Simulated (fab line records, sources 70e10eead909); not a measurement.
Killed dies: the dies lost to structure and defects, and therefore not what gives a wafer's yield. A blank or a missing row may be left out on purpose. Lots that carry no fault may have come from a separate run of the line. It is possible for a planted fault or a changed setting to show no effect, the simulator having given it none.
Chamber matching || flow nand harc || pecvd-01 running NHARC_P_BONDPAD_DEP_00: 3 sister chambers
The step deposits SiCN, target thk 250 nm. 3 wafers are shown with their chamber, then 7 later ones without.

WAFERS PAIRED WITH THEIR CHAMBERS
{"wafer": "L088.5", "chamber": 2, "heater power w (W)": 534}
{"wafer": "L090.1", "chamber": 1, "heater power w (W)": 546}
{"wafer": "L090.2", "chamber": 0, "heater power w (W)": 457}

WAFERS WHOSE CHAMBER IS MISSING
{"wafer": "L090.3", "heater power w (W)": 546}
{"wafer": "L091.2", "heater power w (W)": 540}
{"wafer": "L091.3", "heater power w (W)": 506}
{"wafer": "L091.6", "heater power w (W)": 564}
{"wafer": "L094.1", "heater power w (W)": 521}
{"wafer": "L094.4", "heater power w (W)": 575}
{"wafer": "L094.5", "heater power w (W)": 533}

WHICH CHAMBER EACH WENT THROUGH
{"wafer": "L090.3", "from the rows above": "can't be placed: 1 or 2", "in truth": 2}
{"wafer": "L091.2", "from the rows above": "can't be placed: 1 or 2", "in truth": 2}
{"wafer": "L091.3", "from the rows above": "can't be placed: 2 or 1 or 0", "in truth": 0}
{"wafer": "L091.6", "from the rows above": "can't be placed: 1 or 2", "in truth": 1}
{"wafer": "L094.1", "from the rows above": "can't be placed: 2 or 1", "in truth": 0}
{"wafer": "L094.4", "from the rows above": "can't be placed: 1 or 2", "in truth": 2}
{"wafer": "L094.5", "from the rows above": "can't be placed: 2 or 1", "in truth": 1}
0 of 7 placed correctly. These rows do not allow placing 7 (true chamber among the candidates in 6). 0 placed wrongly.
How it was worked out, from the rows above alone: a wafer's distance from a chamber is the root of the sum, over the readings, of the square of ((its reading less the chamber's mean) divided by the reading's scatter). If the next closest chamber is less than 2 further off than the closest, the wafer can't be placed; otherwise it belongs to the closest. The mean given for a chamber averages the wafers shown for that chamber. The scatter: root of mean squared gap, hidden wafer to nearest shown wafer, with one shown wafer a chamber.
